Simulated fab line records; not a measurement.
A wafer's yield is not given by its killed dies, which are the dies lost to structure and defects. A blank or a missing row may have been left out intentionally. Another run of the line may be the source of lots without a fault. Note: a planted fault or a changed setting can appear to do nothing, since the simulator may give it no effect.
fab line records ; flow nand_harc
record lots=14; wafers=42; last_day=33
route steps=1302 shown A_STAIRCASE@719
lots that met no fault: taken from a fault-free run of the same line
start_h: hours from the record's opening day to when the first of the lot's shown wafers began ; wait_h: hours since the lot's step before ; " as in the row above ; L1.1+2: a single row standing in for several wafers ; - either no value or no given start ; * or withheld: withheld ; < > ~ a bound
route shown NAME@n: NAME is a module with steps in the file, n the number in the route of the first one ; usual: average and standard deviation across the fault-free wafers ; same: alike in all rows ; chamber/n: place in a boat ; sites: the reading at each site ; _std_site: standard deviation across them ; _edge_site: mean of outer sites minus mean of inner sites ; radius_mm: how far each site lies from the wafer's centre ; mask NAME#n: copy n ; behind: tool/chamber where the wafer was last shaped ; hold: the reason the lot was held/the length of the hold in hours/how it ended ; device: transistor that didn't switch, given as n, p or np ; end of line: the route-end tests of the same wafers ; a step without rows: its recipe alone ; killed: at the first sort, the dies lost to defects and structure; wafer yield is something else ; map: shows each die of a wafer: x if killed, . if not, _ if none is there
set.NAME: the setting the step ran with; set.NAME@STEP: the setting that earlier step ran with ; model.NAME: the simulator's own value behind a step, which no gauge read
route steps across a sampled set of lots; one table per step, one row per wafer
services: from which hour (start_h, from the record's first day; less than 0 if before it) a tool's chamber was out of use, for how many hours, and why
## steps
# step NHARC_A_STAIRCASE_STRIP_205
# recipe power_w=1500; temp_c=250; chemistry=O2
# usual drypump_motor_current_A=6.2/0.56; heater_power_w=336/18
lot.wafer;tool;chamber;start_h;wait_h;drypump_motor_current_A;heater_power_w;rf_hours_counter_h
L598.3;plasma_asher-01;1;391.25;0.2;5.0;304;-
L598.5;plasma_asher-01;0;391.25;0.2;6.3;324;-
L598.6;plasma_asher-01;1;391.25;0.2;5.1;309;-
L599.1;plasma_asher-01;0;394.58;0.1;6.2;323;7
L599.4;plasma_asher-01;1;394.58;0.1;5.0;302;-
L599.6;plasma_asher-01;0;394.58;0.1;6.2;333;-
L600.1;plasma_asher-02;0;403.96;0.1;6.3;321;32
L600.4;plasma_asher-02;1;403.96;0.1;6.7;332;-
L600.5;plasma_asher-02;1;403.96;0.1;6.7;327;-
L601.2;plasma_asher-01;1;404.30;0.1;5.1;307;10
L601.1;plasma_asher-01;0;404.30;0.1;6.2;330;10
L601.5;plasma_asher-01;0;404.30;0.1;6.2;336;-
L602.2;plasma_asher-02;1;416.90;0.1;6.7;344;34
L602.3;plasma_asher-02;1;416.90;0.1;6.7;339;-
L602.4;plasma_asher-02;0;416.90;0.1;6.4;339;-
L606.2;plasma_asher-02;1;467.24;0.1;6.7;359;7
L606.3;plasma_asher-02;0;467.24;0.1;6.4;341;-
L606.6;plasma_asher-02;1;467.24;0.1;6.7;355;-
L611.1;plasma_asher-02;1;504.46;0.1;6.7;363;14
L611.4;plasma_asher-02;0;504.46;0.1;6.4;334;-
L611.6;plasma_asher-02;0;504.46;0.1;6.4;347;-
L610.2;plasma_asher-02;0;505.38;0.1;6.4;340;14
L610.4;plasma_asher-02;0;505.38;0.1;6.4;337;-
L610.5;plasma_asher-02;1;505.38;0.1;6.7;364;-
L614.4;plasma_asher-02;1;540.57;0.2;6.8;366;-
L614.3;plasma_asher-02;0;540.57;0.2;6.4;334;-
L614.6;plasma_asher-02;1;540.57;0.2;6.7;369;-
L615.2;plasma_asher-02;0;553.34;0.1;6.4;329;24
L615.1;plasma_asher-02;1;553.34;0.1;6.7;362;24
L615.3;plasma_asher-02;1;553.34;0.1;6.7;361;-
L616.4;plasma_asher-02;1;569.01;0.2;6.7;359;-
L616.6;plasma_asher-02;1;569.01;0.2;6.7;362;-
L616.5;plasma_asher-02;0;569.01;0.2;6.4;341;-
L617.1;plasma_asher-02;0;571.87;0.1;6.3;342;29
L617.2;plasma_asher-02;1;571.87;0.1;6.7;347;29
L617.4;plasma_asher-02;1;571.87;0.1;6.7;356;-
L618.4;plasma_asher-02;1;588.27;0.2;6.7;347;-
L618.3;plasma_asher-02;0;588.27;0.2;6.4;350;-
L618.5;plasma_asher-02;0;588.27;0.2;6.3;342;-
L619.4;plasma_asher-01;0;588.54;0.2;6.2;319;-
L619.6;plasma_asher-01;0;588.54;0.2;6.3;318;-
L619.5;plasma_asher-01;1;588.54;0.2;5.1;314;-
# step NHARC_A_STAIRCASE_ETCH_227
# recipe target_depth_a=1000; time_s=40.5; ion_energy_ev=400; c4f8_flow_sccm=20; o2_flow_sccm=10; ar_flow_sccm=withheld; rf_w=600; bias_w=1000; chemistry=C4F8/O2
# usual oes_product_au=0.940/0.01; rf_vpp_V=897/6.2
lot.wafer;tool;chamber;start_h;wait_h;oes_product_au;rf_hours_counter_h;rf_vpp_V
L598.3;rie_diel-11;1;-;-;0.950;48;896
L598.5;rie_diel-11;1;-;-;0.951;-;895
L598.6;rie_diel-11;2;-;-;0.947;-;888
L599.4;rie_diel-03;1;-;-;0.954;38;889
L599.1;rie_diel-03;0;-;-;0.932;37;890
L599.6;rie_diel-03;1;-;-;0.952;-;888
L600.4;rie_diel-03;2;-;-;0.942;44;906
L600.1;rie_diel-03;3;-;-;0.955;27;893
L600.5;rie_diel-03;2;-;-;0.936;-;906
L601.1;rie_diel-11;1;-;-;0.956;55;894
L601.2;rie_diel-11;3;-;-;0.960;49;906
L601.5;rie_diel-11;0;-;-;0.960;-;897
L602.3;rie_diel-02;3;-;-;0.925;8;905
L602.2;rie_diel-02;0;-;-;0.931;7;895
L602.4;rie_diel-02;1;-;-;0.939;5;901
L606.3;rie_diel-02;0;-;-;0.930;26;896
L606.2;rie_diel-02;2;-;-;0.943;25;892
L606.6;rie_diel-02;0;-;-;0.936;-;894
L611.4;rie_diel-02;3;-;-;0.927;38;904
L611.1;rie_diel-02;0;-;-;0.949;37;895
L611.6;rie_diel-02;2;-;-;0.939;-;892
L610.2;rie_diel-03;0;-;-;0.948;12;890
L610.4;rie_diel-03;3;-;-;0.936;11;892
L610.5;rie_diel-03;0;-;-;0.948;-;890
L614.3;rie_diel-02;2;-;-;0.944;53;891
L614.4;rie_diel-02;0;-;-;0.935;55;896
L614.6;rie_diel-02;3;-;-;0.939;-;904
L615.3;rie_diel-02;3;-;-;0.921;58;904
L615.1;rie_diel-02;0;-;-;0.941;58;895
L615.2;rie_diel-02;1;-;-;0.962;54;901
L616.4;rie_diel-03;0;-;-;0.939;33;890
L616.6;rie_diel-03;1;-;-;0.939;-;888
L616.5;rie_diel-03;2;-;-;0.923;-;904
L617.1;rie_diel-11;3;-;-;0.940;44;905
L617.2;rie_diel-11;0;-;-;0.950;45;894
L617.4;rie_diel-11;1;-;-;0.939;45;894
L618.4;rie_diel-11;3;-;-;0.929;48;904
L618.3;rie_diel-11;1;-;-;0.935;50;893
L618.5;rie_diel-11;3;-;-;0.925;-;903
L619.4;rie_diel-03;0;-;-;0.942;39;890
L619.6;rie_diel-03;1;-;-;0.930;-;887
L619.5;rie_diel-03;2;-;-;0.922;-;904
# step NHARC_A_STAIRCASE_TRIM_229
# recipe time_s=211.2; o2_flow_sccm=500; ar_flow_sccm=0; bias_w=0; chemistry=O2
# usual drypump_motor_current_A=5.9/0.37; oes_product_au=0.997/0.0095; rf_vpp_V=57.8/0.9; run_length_s=232.4/0.46; showerhead_plenum_p_Torr=3.54/0.17; throttle_valve_pct=17.037/0.0094
lot.wafer;tool;chamber;start_h;wait_h;drypump_motor_current_A;oes_product_au;rf_hours_counter_h;rf_vpp_V;run_length_s;showerhead_plenum_p_Torr;throttle_valve_pct
L598.3;rie_diel-03;1;393.73;0.1;6.0;1.003;35;58.4;232.9;3.35;17.038
L598.5;rie_diel-03;1;393.73;0.1;6.1;1.013;-;57.2;232.3;3.35;17.047
L598.6;rie_diel-03;2;393.73;0.1;6.7;1.002;-;58.9;232.5;3.79;17.050
L599.4;rie_diel-03;1;398.50;0.1;6.0;1.002;39;57.5;232.4;3.35;17.034
L599.1;rie_diel-03;3;398.50;0.1;6.3;1.003;24;58.9;231.8;3.46;17.014
L599.6;rie_diel-03;1;398.50;0.1;6.0;1.016;-;59.1;232.9;3.35;17.039
L600.1;rie_diel-03;2;406.61;0.1;6.7;0.991;44;57.9;232.4;3.78;17.046
L600.4;rie_diel-03;3;406.61;0.1;6.3;0.998;27;56.9;232.5;3.46;17.019
L600.5;rie_diel-03;2;406.61;0.1;6.8;0.988;-;57.7;232.0;3.78;17.040
L601.1;rie_diel-02;1;406.91;0.1;5.8;1.007;1;58.3;233.1;3.68;17.046
L601.2;rie_diel-02;3;406.91;0.1;5.8;0.990;1;57.9;232.2;3.78;17.022
L601.5;rie_diel-02;2;406.91;0.1;5.5;1.001;-;57.1;232.7;3.43;17.036
L602.3;rie_diel-03;1;419.83;0.1;6.0;0.995;48;58.1;232.2;3.35;17.039
L602.2;rie_diel-03;3;419.83;0.1;6.3;1.002;31;58.1;232.0;3.46;17.029
L602.4;rie_diel-03;0;419.83;0.1;6.4;0.999;46;58.3;232.2;3.38;17.021
L606.2;rie_diel-11;2;469.99;0.1;5.7;1.020;12;58.3;232.6;3.29;17.033
L606.3;rie_diel-11;3;469.99;0.1;6.5;0.991;12;59.5;232.0;3.77;17.032
L606.6;rie_diel-11;2;469.99;0.1;5.7;1.009;-;57.2;232.8;3.29;17.030
L611.1;rie_diel-11;1;507.57;0.1;5.5;1.010;24;57.9;231.7;3.48;17.034
L611.4;rie_diel-11;3;507.57;0.1;6.5;0.985;22;57.0;232.0;3.76;17.041
L611.6;rie_diel-11;1;507.57;0.1;5.5;0.998;-;58.0;231.5;3.48;17.050
L610.2;rie_diel-02;1;507.92;0.1;5.8;1.005;37;58.0;233.1;3.66;17.025
L610.4;rie_diel-02;2;507.92;0.1;5.6;0.996;38;57.2;232.1;3.41;17.041
L610.5;rie_diel-02;3;507.92;0.1;5.8;0.999;-;58.2;232.5;3.76;17.039
L614.4;rie_diel-02;0;545.78;0.1;5.6;0.997;55;57.5;232.1;3.50;17.029
L614.3;rie_diel-02;1;545.78;0.1;5.7;1.005;52;59.2;232.8;3.65;17.045
L614.6;rie_diel-02;0;545.78;0.1;5.6;0.989;-;57.9;232.6;3.50;17.024
L615.2;rie_diel-11;2;555.84;0.1;5.7;1.004;40;55.8;232.6;3.27;17.030
L615.1;rie_diel-11;3;555.84;0.1;6.5;0.990;38;57.2;231.9;3.75;17.039
L615.3;rie_diel-11;1;555.84;0.1;5.5;0.994;41;55.8;231.8;3.47;17.040
L616.4;rie_diel-11;3;571.48;0.1;6.5;0.992;43;58.7;232.1;3.75;17.037
L616.6;rie_diel-11;2;571.48;0.1;5.7;1.016;-;57.6;232.3;3.27;17.028
L616.5;rie_diel-11;3;571.48;0.1;6.5;0.995;-;58.4;231.8;3.75;17.036
L617.2;rie_diel-11;3;574.52;0.1;6.5;1.002;44;58.9;232.0;3.75;17.036
L617.1;rie_diel-11;0;574.52;0.1;5.8;0.983;45;55.7;233.0;3.52;17.064
L617.4;rie_diel-11;1;574.52;0.1;5.5;0.982;45;56.7;232.0;3.46;17.035
L618.3;rie_diel-11;3;590.70;0.1;6.5;0.995;48;58.3;231.8;3.75;17.034
L618.4;rie_diel-11;1;590.70;0.1;5.5;1.001;50;57.1;231.7;3.46;17.028
L618.5;rie_diel-11;2;590.70;0.1;5.7;1.013;-;58.5;232.3;3.27;17.042
L619.4;rie_diel-11;0;591.75;0.1;5.8;0.993;50;58.4;233.1;3.52;17.055
L619.6;rie_diel-11;2;591.75;0.1;5.7;1.009;-;58.2;232.7;3.27;17.041
L619.5;rie_diel-11;3;591.75;0.1;6.5;0.991;-;59.6;232.5;3.75;17.048
# step NHARC_A_STAIRCASE_TRIM_235
# recipe time_s=211.2; o2_flow_sccm=500; ar_flow_sccm=0; bias_w=0; chemistry=O2
# usual drypump_motor_current_A=5.9/0.37; oes_product_au=0.997/0.0094; rf_vpp_V=57.9/0.93; run_length_s=232.4/0.51; showerhead_plenum_p_Torr=3.53/0.17; throttle_valve_pct=17.036/0.0091
lot.wafer;tool;chamber;start_h;wait_h;drypump_motor_current_A;oes_product_au;rf_hours_counter_h;rf_vpp_V;run_length_s;showerhead_plenum_p_Torr;throttle_valve_pct
L598.3;rie_diel-03;1;394.48;-;6.1;1.011;36;57.2;232.7;3.35;17.036
L598.6;rie_diel-03;0;394.48;-;6.3;0.989;-;57.8;232.3;3.38;17.043
L598.5;rie_diel-03;1;394.48;-;6.1;0.998;-;58.9;232.8;3.35;17.043
L599.1;rie_diel-03;2;399.41;-;6.7;0.992;40;58.4;232.8;3.78;17.032
L599.4;rie_diel-03;0;399.41;-;6.3;0.995;37;56.9;232.4;3.38;17.049
L599.6;rie_diel-03;2;399.41;-;6.7;0.999;-;57.9;232.0;3.78;17.046
L600.1;rie_diel-03;3;407.35;-;6.3;0.988;28;58.3;232.1;3.46;17.026
L600.4;rie_diel-03;0;407.35;-;6.3;0.989;42;57.5;292.0;3.38;17.043
L600.5;rie_diel-03;2;407.35;-;6.7;0.998;-;58.1;232.0;3.78;17.029
L601.1;rie_diel-02;0;408.70;-;5.6;0.984;2;59.0;232.3;3.53;17.029
L601.2;rie_diel-02;1;408.70;-;5.8;1.003;2;57.3;233.1;3.68;17.040
L601.5;rie_diel-02;2;408.70;-;5.6;0.985;-;58.3;232.4;3.43;17.051
L602.2;rie_diel-03;2;420.56;-;6.7;1.002;48;57.4;232.7;3.78;17.044
L602.4;rie_diel-03;0;420.56;-;6.4;0.994;46;57.3;291.8;3.38;17.048
L602.3;rie_diel-03;1;420.56;-;6.1;0.998;48;56.9;232.3;3.35;17.028
L606.2;rie_diel-11;1;470.88;-;5.5;0.989;14;56.4;231.5;3.48;17.060
L606.3;rie_diel-11;0;470.88;-;5.8;0.982;13;58.0;233.0;3.54;17.035
L606.6;rie_diel-11;1;470.88;-;5.5;1.002;-;57.9;231.7;3.48;17.036
L611.4;rie_diel-11;1;508.33;-;5.5;1.002;24;58.5;231.5;3.47;17.027
L611.1;rie_diel-11;2;508.33;-;5.7;1.003;22;57.1;232.4;3.28;17.028
L611.6;rie_diel-11;3;508.33;-;6.5;0.986;-;59.5;232.1;3.76;17.039
L610.4;rie_diel-02;2;508.62;-;5.5;0.992;39;56.9;232.4;3.41;17.015
L610.2;rie_diel-02;0;508.62;-;5.6;0.998;38;56.4;231.9;3.51;17.023
L610.5;rie_diel-02;2;508.62;-;5.6;0.995;-;58.0;232.7;3.41;17.038
L614.3;rie_diel-02;3;546.85;-;5.8;0.984;56;58.4;232.8;3.75;17.037
L614.4;rie_diel-02;0;546.85;-;5.6;0.988;56;58.0;231.8;3.50;17.038
L614.6;rie_diel-02;0;546.85;-;5.6;1.003;-;58.8;232.1;3.50;17.037
L615.1;rie_diel-11;0;556.58;-;5.8;1.007;39;57.8;233.2;3.52;17.047
L615.3;rie_diel-11;1;556.58;-;5.5;0.997;41;57.0;231.7;3.47;17.038
L615.2;rie_diel-11;3;556.58;-;6.5;0.993;39;55.9;231.8;3.75;17.036
L616.4;rie_diel-11;0;572.31;-;5.8;0.996;44;56.9;232.9;3.52;17.037
L616.6;rie_diel-11;3;572.31;-;6.5;0.992;-;57.8;232.3;3.75;17.024
L616.5;rie_diel-11;0;572.31;-;5.8;0.992;-;55.5;233.0;3.52;17.035
L617.4;rie_diel-11;0;575.23;-;5.8;0.989;45;57.8;233.2;3.52;17.029
L617.1;rie_diel-11;2;575.23;-;5.7;1.007;44;57.7;232.6;3.27;17.047
L617.2;rie_diel-11;3;575.23;-;6.5;0.988;44;59.2;231.9;3.75;17.026
L618.3;rie_diel-11;2;591.51;-;5.7;1.016;49;56.8;232.7;3.27;17.034
L618.4;rie_diel-11;3;591.51;-;6.5;0.993;48;57.1;231.9;3.75;17.048
L618.5;rie_diel-11;2;591.51;-;5.7;1.007;-;58.1;232.4;3.27;17.027
L619.4;rie_diel-11;0;592.78;-;5.8;1.010;50;57.0;233.6;3.52;17.036
L619.6;rie_diel-11;1;592.78;-;5.5;1.008;-;58.4;231.6;3.46;17.021
L619.5;rie_diel-11;2;592.78;-;5.7;1.030;-;55.3;232.9;3.27;17.023
## services
tool;chamber;start_h;hours;kind
rie_diel-11;0;388.24;-;clean
rie_diel-11;1;388.24;-;clean
rie_diel-11;2;388.24;-;clean
rie_diel-11;3;388.24;-;clean
rie_diel-02;-;393.88;9.0;pm
rie_diel-11;0;412.74;-;clean
rie_diel-11;1;412.74;-;clean
rie_diel-11;2;412.74;-;clean
rie_diel-11;3;412.74;-;clean
plasma_asher-02;-;426.00;9.0;pm
rie_diel-11;0;426.88;5.3;repair
rie_diel-11;-;432.53;9.0;pm
rie_diel-11;0;432.53;9.0;vent_cycle
rie_diel-11;1;432.53;9.0;vent_cycle
rie_diel-11;2;432.53;9.0;vent_cycle
rie_diel-11;3;432.53;9.0;vent_cycle
rie_diel-03;1;437.05;22.3;repair
rie_diel-11;0;441.53;-;clean
plasma_asher-01;-;441.75;8.2;repair
rie_diel-03;-;458.43;9.0;pm
rie_diel-11;2;480.26;1.8;repair
rie_diel-02;3;492.94;4.1;repair
plasma_asher-01;-;526.32;9.0;pm
rie_diel-02;-;570.93;9.0;pm
## key
first_sign step=NHARC_A_STAIRCASE_TRIM_235; reading=run_length_s; direction=up; sigmas=99+; usual=*; struck=*
effect none on later readings
met_at NHARC_A_STAIRCASE_TRIM_235
struck_lots L600,L602
struck_wafers L600.4,L602.4
sort_left_out L600.4,L602.4
tester_left_out L600,L602
not_acting_at NHARC_A_STAIRCASE_STRIP_205,NHARC_A_STAIRCASE_ETCH_227,NHARC_A_STAIRCASE_TRIM_229
onset_between 399.41 407.35
fault kind=process_parameter_drift; tool=rie_diel-03; chamber=0; onset_h=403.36; steps=NHARC_A_STAIRCASE_TRIM_235; channel=time_s; offset=*; shape=step; end_h=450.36; acts_in=*; stated=*
# tester_left_out: of these lots the tester's yield and bins aren't shown, on N5 and GAA mostly nor the transistor test; their killed dies are dies lost to structure and defects alone, not to doping, threshold or leakage, so they don't give the yield
# sort_left_out: the simulated sort isn't trusted on such a fault, so these wafers' sort isn't shown, and their yield isn't known
